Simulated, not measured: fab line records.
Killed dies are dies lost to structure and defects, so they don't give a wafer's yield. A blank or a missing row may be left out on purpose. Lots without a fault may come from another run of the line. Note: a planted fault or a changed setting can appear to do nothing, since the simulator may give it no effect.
A lot that was struck, set against a sound lot :: flow nandHarc :: 15 out of 1302 route steps
Sound: these wafers, L680.2, L680.3, L680.6. The struck wafers were L690.1, L690.3, L690.6. The cause is given at the end.
At each step with rows: each side's tool, then ch and its chambers, then its first start. Under that, the readings that differ: sound wafers :: struck wafers :: difference of the means :: sigmas: that difference in standard deviations of wafers without a fault.
alike: a reading whose means differ by less than 2 such deviations, as well as words and numbers matching on both sides. not compared: withheld readings; readings where some wafer has no value; bounds like >300 that might hide an equal value; numbers whose values overlap and for which the record gives no deviation.
A row with sigmas, a row that says differs or no value, or rows on one side alone: a step with any of these is where the two part. Numbers that have no deviation but don't overlap get no sigmas and don't part them. Lack of a reading on every wafer of one side parts them only where that side has two or more wafers.

first, 9 steps without rows for these wafers: NHARC_P_ZERO_WELL_STRIP_41 (strips in SPM, time 840 s); NHARC_P_ZERO_WELL_DEHYDRATE_44 (time 120 s); NHARC_P_ZERO_WELL_HMDS_45 (time 30 s); NHARC_P_ZERO_WELL_COAT_46; NHARC_P_ZERO_WELL_SOFTBAKE_47 (time 95 s); NHARC_P_ZERO_WELL_EBR_48; NHARC_P_ZERO_WELL_EXPOSE_49 (exposes mask P HVPW, target cd 2000 nm); NHARC_P_ZERO_WELL_PEB_50 (peb time 85 s); NHARC_P_ZERO_WELL_DEVELOP_51 (time 70 s).
NHARC_P_ZERO_WELL_CD_MEAS_52 targets a cd of 2000 nm.
  sound on cdSem-01 ch 0, day 4 13:43; struck on cdSem-02 ch 0, day 8 19:40
  alike: cdNm
then, 1 step without rows for these wafers: NHARC_P_ZERO_WELL_HARDBAKE_53 (time 80 s).
NHARC_P_ZERO_WELL_DESCUM_54: chemistry O2, time 3 s.
  sound on rieDiel-03 ch 1,3, day 4 13:53; struck on rieDiel-12 ch 0,3, day 8 19:50
  alike: drypumpMotorCurrentA, oesProductAu, rfVppV, showerheadPlenumPTorr, throttleValvePct
  not compared: rfHoursCounterH
NHARC_P_ZERO_WELL_IMPLANT_55:
  struck on implanter-02, day 8 19:59; sound on implanter-02 ch 0, day 4 14:04
  no value came back on the struck wafers for beamEnergyKeV, beamOnS (s); on the sound wafers beamEnergyKeV reads 180.01 179.99 179.99
then, 1 step without rows for these wafers: NHARC_P_ZERO_WELL_IMPLANT_61.
-- record jumps: 22 days between struck wafers' starts before vs after; left off in module P_ZERO_WELL, resumes in module END, first step shown is number 1302 of the route --
NHARC_END_SORT_01:
  here the record holds rows for the struck wafers (prober-02 ch 0, day 30 19:14) but none for the sound ones

== WHERE THEY PART ==
At NHARC_P_ZERO_WELL_IMPLANT_55 first; at NHARC_END_SORT_01 last (within this record only).

WHY: what had been put in by the simulator
Skipped step whole: implanter-02, from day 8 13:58 on, at NHARC_P_ZERO_WELL_IMPLANT_55. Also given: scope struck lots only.
